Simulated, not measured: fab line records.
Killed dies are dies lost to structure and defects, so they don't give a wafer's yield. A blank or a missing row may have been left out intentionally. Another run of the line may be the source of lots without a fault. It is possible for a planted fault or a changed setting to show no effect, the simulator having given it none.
Chamber matching + flow nand_harc + pecvd-04 running NHARC_THIN_TSV_DEP_47: 3 sister chambers
The step deposits SiO2, target thk 200 nm. 18 wafers are shown with their chamber, then 9 later ones without.

WAFERS, EACH WITH ITS CHAMBER
| wafer  | chamber | throttle_valve_pct (%) | flow_sccm (sccm) |
|--------|---------|------------------------|------------------|
| L733.1 | 1       | 15.4                   | 2662             |
| L733.3 | 2       | 16.3                   | 2661             |
| L733.6 | 1       | 15.3                   | 2655             |
| L732.2 | 2       | 16.5                   | 2647             |
| L732.3 | 0       | 16.3                   | 2647             |
| L732.6 | 0       | 16.1                   | 2648             |
| L736.1 | 2       | 16.4                   | 2650             |
| L736.2 | 1       | 15.6                   | 2652             |
| L736.5 | 0       | 16.0                   | 2647             |
| L742.2 | 2       | 16.2                   | 2663             |
| L742.4 | 0       | 15.8                   | 2653             |
| L742.5 | 1       | 15.1                   | 2645             |
| L743.1 | 0       | 15.7                   | 2649             |
| L743.2 | 2       | 16.4                   | 2646             |
| L743.6 | 0       | 15.8                   | 2641             |
| L752.1 | 0       | 16.1                   | 2651             |
| L752.3 | 1       | 15.6                   | 2648             |
| L752.6 | 0       | 16.2                   | 2630             |

SIGNATURES (means of the wafers above)
| reading            | chamber 0 | chamber 1 | chamber 2 | scatter within a chamber |
|--------------------|-----------|-----------|-----------|--------------------------|
| throttle_valve_pct | 16.000    | 15.400    | 16.360    | 0.192                    |
| flow_sccm          | 2645.75   | 2652.40   | 2653.40   | 7.3                      |
Rule: a wafer lies at a distance from a chamber equal to the root of the sum of squares, over the readings, of (its reading less the chamber's mean, divided by the reading's scatter). If the next closest chamber is less than 2 further off than the closest, the wafer can't be placed; otherwise it belongs to the closest. The scatter: the root of (the sum of the squares of (reading less its chamber's mean) over the shown wafers, divided by (wafers less chambers)).

WAFERS WHOSE CHAMBER IS MISSING
| wafer  | throttle_valve_pct (%) | flow_sccm (sccm) |
|--------|------------------------|------------------|
| L753.1 | 16.6                   | 2647             |
| L753.2 | 15.6                   | 2652             |
| L753.3 | 16.1                   | 2662             |
| L755.1 | 16.3                   | 2644             |
| L755.2 | 16.1                   | 2647             |
| L755.3 | 15.8                   | 2657             |
| L754.1 | 16.0                   | 2638             |
| L754.2 | 15.4                   | 2655             |
| L754.6 | 15.4                   | 2650             |

WHICH CHAMBER EACH WENT THROUGH
| wafer  | from the rows above          | in truth |
|--------|------------------------------|----------|
| L753.1 | can't be placed: 2 or 0      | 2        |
| L753.2 | can't be placed: 1 or 0      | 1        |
| L753.3 | can't be placed: 2 or 0      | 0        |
| L755.1 | can't be placed: 2 or 0      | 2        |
| L755.2 | can't be placed: 0 or 2      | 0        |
| L755.3 | can't be placed: 0 or 1 or 2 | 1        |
| L754.1 | can't be placed: 0 or 2      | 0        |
| L754.2 | 1                            | 1        |
| L754.6 | 1                            | 1        |
Correct placement for 2 of the 9. From these rows, 7 cannot be placed; in 7 the true chamber is one of the candidates. Wrongly placed: 0.
